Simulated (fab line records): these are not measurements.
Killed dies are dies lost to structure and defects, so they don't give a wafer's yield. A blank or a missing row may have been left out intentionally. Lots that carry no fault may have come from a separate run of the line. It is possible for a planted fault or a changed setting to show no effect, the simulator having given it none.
fab line records + flow nand-harc + part 2 of 2: steps 16 to 26 of 26
record:
- lots: 5
- wafers: 15
- last-day: 30
route steps=1302 shown A_STAIRCASE@699
lots that met no fault: taken from a fault-free run of the same line
start-h: hours from the record's opening day to when the first of the lot's shown wafers began + wait-h: hours elapsed since this lot's preceding step + " repeats the value in the row above + L1.1+2: several wafers, shown together as one row + - no value present, or no start provided + * or withheld: withheld + < > ~ a bound
route shown NAME@n: a module of which the file shows steps, and the number in the route of the first + usual: mean/standard deviation taken from wafers without a fault + same: alike in all rows + chamber/n: place in a boat + sites: per-site readings + _std_site: how widely they spread, as a standard deviation + _edge_site: outer sites' mean less inner sites' + radius-mm: for every site, how far away it sits from the centre of the wafer + mask NAME#n: copy n + behind: the last tool/chamber to shape the wafer + hold: what put the lot on hold/how long, in hours/how the hold closed + device: the transistor (n, p or np) that didn't switch + end of line: the same wafers' tests at the end of the route + a step given without rows: its recipe and nothing more + killed: at the first sort, the dies lost to defects and structure; wafer yield is something else + map: per-die view of a wafer (x killed, . not killed, _ where there is no die)
set.NAME: setting as actually run; set.NAME@STEP: the setting as run at that earlier step + model.NAME: the simulator's own value behind a step, which no gauge read
lots at some steps of the route; a table a step, a row a wafer
services: the hour from which a tool's chamber was out of use, counted from the record's first day as start-h (under 0 if before that day), plus the number of hours and why
== steps ==
step: NHARC_A_STAIRCASE_ETCH_201
recipe:
- target-depth-a: 1000
- time-s: 40.5
- ion-energy-ev: 400
- c4f8-flow-sccm: 20
- o2-flow-sccm: 10
- ar-flow-sccm: withheld
- rf-w: 600
- bias-w: 1000
- chemistry: C4F8/O2
usual:
- oes-product-au: 0.942/0.012
- rf-vpp-V: 897/5.4
| lot.wafer | tool        | chamber | start-h | wait-h | oes-product-au | rf-hours-counter-h | rf-vpp-V |
|-----------|-------------|---------|---------|--------|----------------|--------------------|----------|
| L076.1    | rie-diel-04 | 1       | -       | -      | 0.940          | 3                  | 888      |
| L076.4    | "           | 2       | "       | "      | 0.926          | 4                  | 900      |
| L076.5    | "           | 2       | "       | "      | 0.933          | -                  | 902      |
| L077.1    | rie-diel-11 | 3       | -       | -      | 0.939          | 40                 | 896      |
| L077.4    | "           | 1       | "       | "      | 0.945          | 37                 | 902      |
| L077.3    | "           | 2       | "       | "      | 0.950          | 33                 | 900      |
| L080.4    | rie-diel-04 | 3       | -       | -      | 0.949          | -                  | 904      |
| L080.5    | "           | 1       | "       | "      | 0.946          | -                  | 887      |
| L080.6    | "           | 2       | "       | "      | 0.932          | -                  | 900      |
| L083.3    | rie-diel-12 | 1       | -       | -      | 0.949          | 57                 | 899      |
| L083.1    | "           | 3       | "       | "      | 0.946          | 53                 | 893      |
| L083.6    | "           | 1       | "       | "      | 0.950          | -                  | 899      |
| L089.4    | rie-diel-04 | 2       | -       | -      | 0.921          | -                  | 899      |
| L089.3    | "           | 3       | "       | "      | 0.940          | -                  | 901      |
| L089.6    | "           | 2       | "       | "      | 0.930          | -                  | 898      |
step: NHARC_A_STAIRCASE_TRIM_202
recipe:
- time-s: 211.2
- o2-flow-sccm: 500
- ar-flow-sccm: 0
- bias-w: 0
- chemistry: O2
usual:
- drypump-motor-current-A: 5.9/0.5
- oes-product-au: 0.998/0.0073
- rf-vpp-V: 57.8/0.99
- showerhead-plenum-p-Torr: 3.55/0.15
- throttle-valve-pct: 17.037/0.01
| lot.wafer | tool        | chamber | start-h | wait-h | drypump-motor-current-A | oes-product-au | rf-hours-counter-h | rf-vpp-V | showerhead-plenum-p-Torr | throttle-valve-pct |
|-----------|-------------|---------|---------|--------|-------------------------|----------------|--------------------|----------|--------------------------|--------------------|
| L076.1    | rie-diel-04 | 1       | -       | -      | 6.6                     | 0.990          | 3                  | 56.4     | 3.29                     | 17.046             |
| L076.4    | "           | 0       | "       | "      | 5.3                     | 0.999          | 4                  | 57.0     | 3.40                     | 17.039             |
| L076.5    | "           | 1       | "       | "      | 6.6                     | 1.001          | -                  | 58.1     | 3.29                     | 17.057             |
| L077.1    | rie-diel-11 | 3       | -       | -      | 5.0                     | 1.005          | 40                 | 56.3     | 3.50                     | 17.051             |
| L077.3    | "           | 0       | "       | "      | 6.3                     | 0.999          | 43                 | 57.2     | 3.64                     | 17.053             |
| L077.4    | "           | 1       | "       | "      | 6.2                     | 0.989          | 37                 | 56.5     | 3.67                     | 17.046             |
| L080.4    | rie-diel-04 | 1       | -       | -      | 6.6                     | 0.991          | -                  | 57.1     | 3.28                     | 17.033             |
| L080.6    | "           | 2       | "       | "      | 6.2                     | 0.985          | -                  | 58.1     | 3.62                     | 17.036             |
| L080.5    | "           | 3       | "       | "      | 6.0                     | 1.007          | -                  | 58.8     | 3.73                     | 17.040             |
| L083.3    | rie-diel-12 | 3       | -       | -      | 6.2                     | 0.995          | 53                 | 57.9     | 3.43                     | 17.029             |
| L083.1    | "           | 0       | "       | "      | 5.0                     | 1.005          | 56                 | 58.9     | 3.44                     | 17.059             |
| L083.6    | "           | 3       | "       | "      | 6.2                     | 0.989          | -                  | 57.9     | 3.43                     | 17.031             |
| L089.3    | rie-diel-04 | 3       | -       | -      | 6.0                     | 1.004          | -                  | 58.0     | 3.71                     | 17.035             |
| L089.4    | "           | 2       | "       | "      | 6.2                     | 1.001          | -                  | 58.4     | 3.61                     | 17.034             |
| L089.6    | "           | 3       | "       | "      | 6.0                     | 0.997          | -                  | 58.3     | 3.71                     | 17.041             |
step: NHARC_A_STAIRCASE_ETCH_203
recipe:
- target-depth-a: 1000
- time-s: 40.5
- ion-energy-ev: 400
- c4f8-flow-sccm: 20
- o2-flow-sccm: 10
- ar-flow-sccm: withheld
- rf-w: 600
- bias-w: 1000
- chemistry: C4F8/O2
usual:
- oes-product-au: 0.939/0.0085
- rf-vpp-V: 897/5.3
| lot.wafer | tool        | chamber | start-h | wait-h | oes-product-au | rf-hours-counter-h | rf-vpp-V |
|-----------|-------------|---------|---------|--------|----------------|--------------------|----------|
| L076.1    | rie-diel-04 | 0       | -       | -      | 0.936          | 4                  | 890      |
| L076.4    | "           | 2       | "       | "      | 0.928          | 4                  | 899      |
| L076.5    | "           | 0       | "       | "      | 0.930          | -                  | 891      |
| L077.1    | rie-diel-11 | 3       | -       | -      | 0.926          | 40                 | 896      |
| L077.4    | "           | 0       | "       | "      | 0.941          | 43                 | 901      |
| L077.3    | "           | 1       | "       | "      | 0.935          | 37                 | 902      |
| L080.5    | rie-diel-04 | 1       | -       | -      | 0.931          | -                  | 888      |
| L080.6    | "           | 2       | "       | "      | 0.934          | -                  | 898      |
| L080.4    | "           | 3       | "       | "      | 0.935          | -                  | 903      |
| L083.3    | rie-diel-12 | 1       | -       | -      | 0.957          | 57                 | 899      |
| L083.1    | "           | 2       | "       | "      | 0.947          | 54                 | 899      |
| L083.6    | "           | 1       | "       | "      | 0.957          | -                  | 898      |
| L089.4    | rie-diel-04 | 2       | -       | -      | 0.946          | -                  | 900      |
| L089.3    | "           | 3       | "       | "      | 0.945          | -                  | 903      |
| L089.6    | "           | 2       | "       | "      | 0.935          | -                  | 899      |
step: NHARC_A_STAIRCASE_STRIP_205
recipe:
- power-w: 1500
- temp-c: 250
- chemistry: O2
usual:
- drypump-motor-current-A: 5.8/0.52
- heater-power-w: 330/34
| lot.wafer | tool            | chamber | start-h | wait-h | drypump-motor-current-A | heater-power-w | rf-hours-counter-h |
|-----------|-----------------|---------|---------|--------|-------------------------|----------------|--------------------|
| L076.1    | plasma-asher-02 | 1       | 373.11  | 0.1    | 6.7                     | 349            | 24                 |
| L076.4    | "               | 0       | "       | "      | 5.2                     | 364            | -                  |
| L076.5    | "               | 1       | "       | "      | 6.6                     | 353            | -                  |
| L077.1    | plasma-asher-02 | 0       | 384.57  | 0.1    | 5.2                     | 373            | 27                 |
| L077.4    | "               | 0       | "       | "      | 5.2                     | 373            | -                  |
| L077.3    | "               | 1       | "       | "      | 6.6                     | 349            | -                  |
| L080.4    | plasma-asher-01 | 0       | 418.39  | 0.3    | 5.7                     | 325            | -                  |
| L080.5    | "               | 1       | "       | "      | 5.7                     | 276            | -                  |
| L080.6    | "               | 0       | "       | "      | 5.7                     | 335            | -                  |
| L083.1    | plasma-asher-01 | 1       | 438.58  | 0.1    | 5.7                     | 274            | 22                 |
| L083.3    | "               | 0       | "       | "      | 5.7                     | 327            | -                  |
| L083.6    | "               | 1       | "       | "      | 5.7                     | 277            | -                  |
| L089.4    | plasma-asher-01 | 1       | 502.06  | 0.2    | 5.7                     | 273            | -                  |
| L089.3    | "               | 0       | "       | "      | 5.7                     | 332            | -                  |
| L089.6    | "               | 0       | "       | "      | 5.7                     | 335            | -                  |
step: NHARC_A_STAIRCASE_STRIP_206
recipe:
- time-s: 900
- temp-c: 130
- chemistry: SPM
| lot.wafer  | tool         | chamber | start-h | wait-h |
|------------|--------------|---------|---------|--------|
| L076.4+5+1 | wet-bench-04 | 2,5,6   | 373.47  | 0.2    |
| L077.3+4+1 | wet-bench-06 | 2,3,6   | 384.92  | 0.2    |
| L080.5+6+4 | wet-bench-01 | 6,7,0   | 418.62  | 0.1    |
| L083.6+1+3 | wet-bench-06 | 1,3,4   | 438.90  | 0.1    |
| L089.3+4+6 | wet-bench-06 | 7,0,3   | 502.31  | 0.2    |
step: NHARC_A_STAIRCASE_PRECLEAN_207
recipe:
- time-s: *
- temp-c: 50
- bath-age-min: 0
- chemistry: SC1
| lot.wafer  | tool         | chamber | start-h | wait-h |
|------------|--------------|---------|---------|--------|
| L076.4+5+1 | wet-bench-04 | 2,5,6   | -       | -      |
| L077.3+4+1 | wet-bench-06 | 2,3,6   | -       | -      |
| L080.5+6+4 | wet-bench-01 | 6,7,0   | -       | -      |
| L083.6+1+3 | wet-bench-06 | 1,3,4   | -       | -      |
| L089.3+4+6 | wet-bench-06 | 7,0,3   | -       | -      |
step: NHARC_A_STAIRCASE_SRD_208
| lot.wafer  | tool         | chamber | start-h | wait-h |
|------------|--------------|---------|---------|--------|
| L076.4+5+1 | wet-bench-04 | 2,5,6   | -       | -      |
| L077.3+4+1 | wet-bench-06 | 2,3,6   | -       | -      |
| L080.5+6+4 | wet-bench-01 | 6,7,0   | -       | -      |
| L083.6+1+3 | wet-bench-06 | 1,3,4   | -       | -      |
| L089.3+4+6 | wet-bench-06 | 7,0,3   | -       | -      |
step: NHARC_A_STAIRCASE_DEHYDRATE_209
recipe:
- temp-c: 150
- time-s: 120
usual:
- exhaust-pa: 44.9/0.9
- resist-line-temp-C: 23.01/0.11
| lot.wafer | tool           | chamber | start-h | wait-h | exhaust-pa | resist-line-temp-C |
|-----------|----------------|---------|---------|--------|------------|--------------------|
| L076.1    | litho-track-03 | 0       | 373.91  | -      | 45.6       | 22.94              |
| L076.4    | "              | 0       | "       | "      | 44.8       | 22.85              |
| L076.5    | "              | 0       | "       | "      | 44.3       | 22.96              |
| L077.1    | litho-track-02 | 0       | 385.37  | -      | 43.9       | 23.15              |
| L077.3    | "              | 0       | "       | "      | 44.3       | 23.16              |
| L077.4    | "              | 0       | "       | "      | 44.6       | 23.15              |
| L080.4    | litho-track-03 | 0       | 419.06  | -      | 44.2       | 22.92              |
| L080.5    | "              | 0       | "       | "      | 45.0       | 22.88              |
| L080.6    | "              | 0       | "       | "      | 44.4       | 23.03              |
| L083.1    | litho-track-07 | 0       | 439.34  | -      | 46.0       | 22.99              |
| L083.3    | "              | 0       | "       | "      | 45.5       | 22.94              |
| L083.6    | "              | 0       | "       | "      | 45.8       | 22.92              |
| L089.3    | litho-track-02 | 0       | 502.77  | -      | 45.3       | 22.95              |
| L089.4    | "              | 0       | "       | "      | 46.6       | 22.93              |
| L089.6    | "              | 0       | "       | "      | 45.6       | 23.05              |
step: NHARC_A_STAIRCASE_HMDS_210
recipe:
- time-s: 30
usual:
- exhaust-pa: 45.0/1.2
- resist-line-temp-C: 23.02/0.12
| lot.wafer | tool           | chamber | start-h | wait-h | exhaust-pa | resist-line-temp-C |
|-----------|----------------|---------|---------|--------|------------|--------------------|
| L076.1    | litho-track-03 | 0       | -       | -      | 44.4       | 22.95              |
| L076.4    | "              | 0       | "       | "      | 45.8       | 23.08              |
| L076.5    | "              | 0       | "       | "      | 44.7       | 23.02              |
| L077.1    | litho-track-02 | 0       | -       | -      | 45.1       | 23.10              |
| L077.3    | "              | 0       | "       | "      | 43.7       | 23.28              |
| L077.4    | "              | 0       | "       | "      | 45.7       | 22.96              |
| L080.4    | litho-track-03 | 0       | -       | -      | 44.4       | 23.03              |
| L080.5    | "              | 0       | "       | "      | 44.7       | 23.08              |
| L080.6    | "              | 0       | "       | "      | 45.8       | 23.08              |
| L083.1    | litho-track-07 | 0       | -       | -      | 44.5       | 23.25              |
| L083.3    | "              | 0       | "       | "      | 44.3       | 23.10              |
| L083.6    | "              | 0       | "       | "      | 43.9       | 23.12              |
| L089.3    | litho-track-02 | 0       | -       | -      | 44.4       | 23.10              |
| L089.4    | "              | 0       | "       | "      | 44.1       | 23.20              |
| L089.6    | "              | 0       | "       | "      | 44.1       | 23.12              |
step: NHARC_A_STAIRCASE_COAT_211
recipe:
- spin-rpm: 1200
usual:
- exhaust-pa: 44.9/0.87
- resist-line-temp-C: 22.99/0.096
| lot.wafer | tool           | chamber | start-h | wait-h | exhaust-pa | resist-line-temp-C |
|-----------|----------------|---------|---------|--------|------------|--------------------|
| L076.1    | litho-track-03 | 0       | -       | -      | 44.6       | 22.97              |
| L076.4    | "              | 0       | "       | "      | 44.5       | 22.96              |
| L076.5    | "              | 0       | "       | "      | 44.6       | 22.91              |
| L077.1    | litho-track-02 | 0       | -       | -      | 45.1       | 22.96              |
| L077.3    | "              | 0       | "       | "      | 44.9       | 22.98              |
| L077.4    | "              | 0       | "       | "      | 45.4       | 23.07              |
| L080.4    | litho-track-03 | 0       | -       | -      | 43.6       | 22.93              |
| L080.5    | "              | 0       | "       | "      | 42.8       | 22.97              |
| L080.6    | "              | 0       | "       | "      | 43.8       | 22.96              |
| L083.1    | litho-track-07 | 0       | -       | -      | 45.1       | 22.94              |
| L083.3    | "              | 0       | "       | "      | 45.6       | 22.94              |
| L083.6    | "              | 0       | "       | "      | 44.2       | 23.05              |
| L089.3    | litho-track-02 | 0       | -       | -      | 43.9       | 22.87              |
| L089.4    | "              | 0       | "       | "      | 45.1       | 22.90              |
| L089.6    | "              | 0       | "       | "      | 45.7       | 22.94              |
step: NHARC_A_STAIRCASE_SOFTBAKE_212
recipe:
- temp-c: 135
- time-s: 170
usual:
- exhaust-pa: 45.0/0.94
- resist-line-temp-C: 23.01/0.11
| lot.wafer | tool           | chamber | start-h | wait-h | exhaust-pa | resist-line-temp-C |
|-----------|----------------|---------|---------|--------|------------|--------------------|
| L076.1    | litho-track-03 | 0       | -       | -      | 45.1       | 22.87              |
| L076.4    | "              | 0       | "       | "      | 44.9       | 23.15              |
| L076.5    | "              | 0       | "       | "      | 44.6       | 22.97              |
| L077.1    | litho-track-02 | 0       | -       | -      | 44.6       | 23.06              |
| L077.3    | "              | 0       | "       | "      | 43.5       | 23.06              |
| L077.4    | "              | 0       | "       | "      | 43.6       | 23.14              |
| L080.4    | litho-track-03 | 0       | -       | -      | 44.5       | 22.92              |
| L080.5    | "              | 0       | "       | "      | 45.1       | 22.99              |
| L080.6    | "              | 0       | "       | "      | 44.6       | 22.93              |
| L083.1    | litho-track-07 | 0       | -       | -      | 45.5       | 23.06              |
| L083.3    | "              | 0       | "       | "      | 44.9       | 23.03              |
| L083.6    | "              | 0       | "       | "      | 46.0       | 23.13              |
| L089.3    | litho-track-02 | 0       | -       | -      | 45.1       | 22.88              |
| L089.4    | "              | 0       | "       | "      | 44.6       | 22.81              |
| L089.6    | "              | 0       | "       | "      | 45.2       | 22.88              |
== services ==
| tool            | chamber | start-h | hours | kind                          |
|-----------------|---------|---------|-------|-------------------------------|
| rie-diel-04     | -       | 357.82  | 9.0   | pm                            |
| rie-diel-04     | 0       | 357.82  | 9.0   | vent-cycle                    |
| rie-diel-04     | 1       | 357.82  | 9.0   | vent-cycle                    |
| rie-diel-04     | 2       | 357.82  | 9.0   | vent-cycle                    |
| rie-diel-04     | 3       | 357.82  | 9.0   | vent-cycle                    |
| rie-diel-04     | 0       | 366.82  | -     | clean                         |
| rie-diel-04     | 1       | 366.82  | -     | clean                         |
| rie-diel-04     | 1       | 366.82  | -     | consumable-replace:focus-ring |
| wet-bench-06    | -       | 369.65  | 8.0   | pm                            |
| rie-diel-04     | 1       | 395.52  | 5.5   | repair                        |
| rie-diel-12     | -       | 396.22  | 1.2   | repair                        |
| litho-track-02  | -       | 402.00  | 7.0   | pm                            |
| wet-bench-04    | -       | 403.20  | 8.0   | pm                            |
| rie-diel-04     | 1       | 411.04  | 2.2   | repair                        |
| rie-diel-04     | 0       | 416.90  | 7.5   | repair                        |
| plasma-asher-01 | -       | 418.69  | 3.2   | repair                        |
| plasma-asher-02 | -       | 426.00  | 9.0   | pm                            |
| litho-track-07  | -       | 426.00  | 7.0   | pm                            |
| rie-diel-11     | -       | 432.54  | 9.0   | pm                            |
| rie-diel-12     | -       | 445.50  | 9.0   | pm                            |
| rie-diel-04     | 1       | 446.43  | 59.4  | repair                        |
| litho-track-03  | -       | 450.00  | 7.0   | pm                            |
| wet-bench-01    | -       | 453.60  | 8.0   | pm                            |
| rie-diel-11     | 2       | 488.06  | 1.5   | repair                        |
